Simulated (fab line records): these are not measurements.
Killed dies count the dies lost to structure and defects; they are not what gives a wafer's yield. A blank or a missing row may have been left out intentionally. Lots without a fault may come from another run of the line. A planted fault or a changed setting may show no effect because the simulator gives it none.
Chamber matching ; flow n5 finfet ; N5_BEOL_M9_STRIP_67 on rie diel-04: 4 sister chambers
The step strips in CF4. 4 wafers are shown with their chamber, then 8 later ones without.

== WAFERS, EACH WITH ITS CHAMBER ==
wafer;chamber;showerhead plenum p Torr (Torr)
L076.3;0;1.75
L076.6;3;1.75
L091.5;1;1.89
L092.1;2;1.83

== WAFERS WHOSE CHAMBER IS MISSING ==
wafer;showerhead plenum p Torr (Torr)
L092.2;1.89
L092.4;1.74
L093.2;1.83
L093.4;1.75
L093.6;1.75
L096.2;1.89
L096.5;1.74
L096.6;1.89

== THE CHAMBER EACH PASSED THROUGH ==
wafer;from the rows above;in truth
L092.2;1;1
L092.4;can't be placed: 0 or 3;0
L093.2;2;2
L093.4;can't be placed: 0 or 3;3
L093.6;can't be placed: 0 or 3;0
L096.2;1;1
L096.5;can't be placed: 0 or 3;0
L096.6;1;1
Correct placement for 4 of the 8. From these rows, 4 cannot be placed; in 4 the true chamber is one of the candidates. Number placed wrongly: 0.
How it was worked out, from the rows above alone: a wafer's distance from a chamber is the root of the sum, over the readings, of the square of ((its reading less the chamber's mean) divided by the reading's scatter). The wafer belongs to the nearest chamber; if the next one is less than 2 further off, it can't be placed. A chamber's mean is the mean of its shown wafers. The scatter: root of mean squared gap, hidden wafer to nearest shown wafer, with one shown wafer a chamber.
